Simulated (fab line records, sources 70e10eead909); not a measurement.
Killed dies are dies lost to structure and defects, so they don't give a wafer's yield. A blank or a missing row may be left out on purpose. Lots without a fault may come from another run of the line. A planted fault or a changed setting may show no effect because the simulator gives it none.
fab line records | flow nand_harc
record lots=6 wafers=18 last_day=33
route steps=1302 shown P_GATE@215 P_CONTACT@217
lots that met no fault: from a run of the same line without faults
start_h: hours from the record's first day to the start of the lot's first wafer shown | wait_h: hours since the lot's step before | " the same as in the row above | L1.1+2: a row that stands for several wafers | - no value, or no start given | * or withheld: withheld | < > ~ a bound
route shown NAME@n: a module of which the file shows steps, and the number in the route of the first | usual: mean/standard deviation of fault-free wafers | same: alike in all rows | chamber/n: place in a boat | sites: the reading at each site | _std_site: their standard deviation | _edge_site: outer sites' mean less inner sites' | radius_mm: how far each site lies from the wafer's centre | mask NAME#n: copy n | behind: the tool/chamber that last shaped the wafer | hold: why the lot was held/for how many hours/how that ended | device: the transistor (n, p or np) that didn't switch | end of line: the same wafers' tests at the end of the route | a step without rows: its recipe alone | killed: dies lost to structure and defects at the first sort, not the wafer's yield | map: a wafer's dies, x killed, . not, _ none there
set.NAME: the setting as run; set.NAME@STEP: as run at that earlier step | model.NAME: the simulator's own value behind a step, which no gauge read
lots at some steps of the route; a table a step, a row a wafer
services: from which hour (start_h, from the record's first day; less than 0 if before it) a tool's chamber was out of use, for how many hours, and why
## steps
# step NHARC_P_GATE_RTA_82
# recipe temp_c=450 time_s=30
# usual lamp_power_pct=3.64/0.13 lamp_zone_2_pct=3.64/0.13 lamp_zone_3_pct=3.64/0.13 wafer_temp_C_max=452.5/0.52
# columns lot.wafer tool chamber start_h wait_h lamp_power_pct lamp_zone_2_pct lamp_zone_3_pct wafer_temp_C_max
L609.1 rtp_anneal-02 0 145.13 - 3.56 3.56 3.56 453.0
L609.2 " 0 " " 3.55 3.56 3.55 451.8
L609.3 " 0 " " 3.56 3.55 3.55 453.3
L611.1 rtp_anneal-02 0 166.06 - 3.55 3.55 3.55 452.1
L611.4 " 0 " " 3.55 3.55 3.55 452.4
L611.5 " 0 " " 3.55 3.55 3.54 452.5
L614.3 rtp_anneal-02 0 194.92 - 3.55 3.55 3.56 452.1
L614.5 " 0 " " 3.55 3.55 3.55 453.4
L614.6 " 0 " " 3.56 3.55 3.55 452.7
L616.1 rtp_anneal-02 0 211.14 - 3.55 3.55 3.55 452.2
L616.2 " 0 " " 3.55 3.55 3.55 452.4
L616.4 " 0 " " 3.55 3.55 3.55 452.7
L623.1 rtp_anneal-01 0 289.30 - 3.84 3.84 3.84 451.8
L623.3 " 0 " " 3.85 3.83 3.84 452.0
L623.4 " 0 " " 3.84 3.84 3.84 452.1
L628.2 rtp_anneal-01 0 336.03 - 3.85 3.84 3.84 452.1
L628.4 " 0 " " 3.85 3.85 3.84 452.5
L628.6 " 0 " " 3.84 3.84 3.84 452.5
# step NHARC_P_GATE_INSPECT_68
# usual raw_defect_count=221/85
# columns lot.wafer tool chamber start_h wait_h raw_defect_count
L609.1 defect_inspect-01 - 145.32 0.2 185
L609.2 " - " " 256
L609.3 " - " " 324
L611.1 defect_inspect-02 - 166.26 0.2 214
L611.4 " - " " 113
L611.5 " - " " 230
L614.3 defect_inspect-01 - 195.06 0.1 357
L614.5 " - " " 492
L614.6 " - " " 140
L616.1 defect_inspect-01 - 211.33 0.2 156
L616.2 " - " " 118
L616.4 " - " " 205
L623.1 defect_inspect-02 - 289.49 0.2 331
L623.3 " - " " 516
L623.4 " - " " 304
L628.2 defect_inspect-01 - 336.20 0.1 235
L628.4 " - " " 263
L628.6 " - " " 485
# step NHARC_P_CONTACT_DEP_30
# recipe target_thk_a=300 temp_c=400 target_thk_nm=30 flow_sccm=200 rf_w=450 material=SiNx
# usual heater_power_w=717/93
# columns lot.wafer tool chamber start_h wait_h heater_power_w
L609.1 pecvd-04 0 145.39 0.1 736
L609.3 " 1 " " 642
L609.2 " 2 " " 877
L611.1 pecvd-04 0 166.37 0.1 799
L611.4 " 2 " " 865
L611.5 " 0 " " 800
L614.3 pecvd-04 2 195.20 0.1 756
L614.6 " 0 " " 739
L614.5 " 2 " " 766
L616.2 pecvd-04 0 211.44 0.1 834
L616.1 " 1 " " 591
L616.4 " 1 " " 580
L623.3 pecvd-01 2 289.56 0.1 663
L623.1 " 0 " " 621
L623.4 " 2 " " 643
L628.2 pecvd-01 0 336.35 0.1 661
L628.6 " 1 " " 671
L628.4 " 2 " " 653
# step NHARC_P_CONTACT_DEP_00
# recipe target_thk_a=5000 temp_c=400 pressure_torr=6.5 rf_w=900 teos_flow_sccm=161.4 flow_sccm=2650 target_thk_nm=500 gas=O2 material=SiO2
# usual heater_power_w=561/94 throttle_valve_pct=16.4/0.57
# columns lot.wafer tool chamber start_h wait_h heater_power_w throttle_valve_pct
L609.1 pecvd-04 0 - - 544 17.4
L609.3 " 1 " " 444 16.4
L609.2 " 2 " " 602 16.0
L611.1 pecvd-04 0 - - 618 16.9
L611.4 " 2 " " 642 16.1
L611.5 " 0 " " 646 17.4
L614.3 pecvd-04 2 - - 757 16.2
L614.6 " 0 " " 625 17.4
L614.5 " 2 " " 597 16.2
L616.2 pecvd-04 0 - - 687 17.7
L616.1 " 1 " " 409 16.4
L616.4 " 1 " " 429 16.0
L623.3 pecvd-01 2 - - 464 15.7
L623.1 " 0 " " 488 17.3
L623.4 " 2 " " 502 15.9
L628.2 pecvd-01 0 - - 412 16.8
L628.6 " 1 " " 581 16.3
L628.4 " 2 " " 459 15.4
# step NHARC_P_CONTACT_CMP_01
# recipe target_thk_nm=200 material=SiO2
# usual motor_current_A=11.8/0.82
# columns lot.wafer tool chamber start_h wait_h motor_current_A
L609.1 cmp-01 2 146.12 - 10.4
L609.2 " 3 " " 12.6
L609.3 " 0 " " 12.5
L611.4 cmp-01 1 167.07 - 11.0
L611.1 " 2 " " 10.7
L611.5 " 1 " " 11.3
L614.3 cmp-02 0 195.86 - 12.3
L614.5 " 3 " " 12.7
L614.6 " 0 " " 11.5
L616.4 cmp-01 1 212.12 - 11.1
L616.1 " 2 " " 10.8
L616.2 " 3 " " 12.1
L623.1 cmp-03 2 290.28 - 11.3
L623.3 " 3 " " 13.5
L623.4 " 1 " " 12.1
L628.4 cmp-01 2 337.01 - 10.6
L628.2 " 3 " " 12.7
L628.6 " 1 " " 10.6
# step NHARC_P_CONTACT_SRD_03
# step NHARC_P_CONTACT_DEHYDRATE_04
# recipe temp_c=150 time_s=120
# step NHARC_P_CONTACT_HMDS_05
# recipe time_s=30
# step NHARC_P_CONTACT_COAT_33
# recipe temp_c=260 time_s=75
# step NHARC_P_CONTACT_COAT_34
# recipe temp_c=225 time_s=65
# step NHARC_P_CONTACT_COAT_06
# recipe spin_rpm=1500 resist_thk_nm=90
# step NHARC_P_CONTACT_SOFTBAKE_07
# recipe temp_c=105 time_s=55
# usual heater_power_total_W=188.45/0.14
# columns lot.wafer tool chamber start_h wait_h heater_power_total_W
L609.1 litho_track-01 0 146 - 188.71
L609.2 " 0 " " 188.44
L609.3 " 0 " " 188.43
L611.1 litho_track-04 0 167 - 188.40
L611.4 " 0 " " 188.45
L611.5 " 0 " " 188.34
L614.3 litho_track-01 0 196 - 222.57
L614.5 " 0 " " 222.43
L614.6 " 0 " " 222.53
L616.1 litho_track-01 0 212 - 222.85
L616.2 " 0 " " 222.37
L616.4 " 0 " " 222.61
L623.1 litho_track-01 0 290 - 188.45
L623.3 " 0 " " 188.46
L623.4 " 0 " " 188.34
L628.2 litho_track-04 0 337 - 188.40
L628.4 " 0 " " 188.39
L628.6 " 0 " " 188.33
# step NHARC_P_CONTACT_EBR_08
## services
# columns tool chamber start_h hours kind
pecvd-01 - 125.21 1.6 repair
cmp-03 - 126.32 1.5 repair
pecvd-01 - 130.00 13.0 pm
cmp-01 - 130.18 1.8 repair
cmp-02 - 134.50 4.0 pm
cmp-03 - 148.25 2.8 repair
litho_track-01 - 155.00 7.0 pm
cmp-03 - 162.00 4.0 pm
pecvd-01 - 172.74 1.0 repair
pecvd-01 - 183.46 0.3 repair
cmp-01 - 185.50 4.0 pm
cmp-01 - 190.25 1.1 repair
cmp-01 - 195.74 0.4 repair
litho_track-04 - 203.00 7.0 pm
cmp-01 - 249.89 5.4 repair
pecvd-01 - 263.46 1.2 repair
pecvd-04 - 269.00 13.0 pm
cmp-01 - 283.50 4.0 pm
pecvd-01 1 295.57 4.7 repair
pecvd-04 2 298.47 13.5 repair
cmp-01 - 309.13 5.1 repair
pecvd-01 - 311.00 13.0 pm
cmp-01 - 323.73 0.8 repair
litho_track-01 - 330.00 7.0 pm
## key
first_sign step=NHARC_P_CONTACT_SOFTBAKE_07 reading=heater_power_total_W direction=up sigmas=99+ usual=* struck=*
effect none on later readings
met_at NHARC_P_CONTACT_SOFTBAKE_07
struck_wafers L614.3,L614.5,L614.6,L616.1,L616.2,L616.4
tester_left_out L614,L616
onset_between 146 196
fault kind=process_parameter_drift tool=litho_track-01 chamber=- onset_h=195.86 steps=NHARC_P_CONTACT_SOFTBAKE_07 channel=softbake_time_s offset=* shape=step end_h=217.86 acts_in=* stated=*
# tester_left_out: of these lots the tester's yield and bins aren't shown, on N5 and GAA mostly nor the transistor test; their killed dies are dies lost to structure and defects alone, not to doping, threshold or leakage, so they don't give the yield
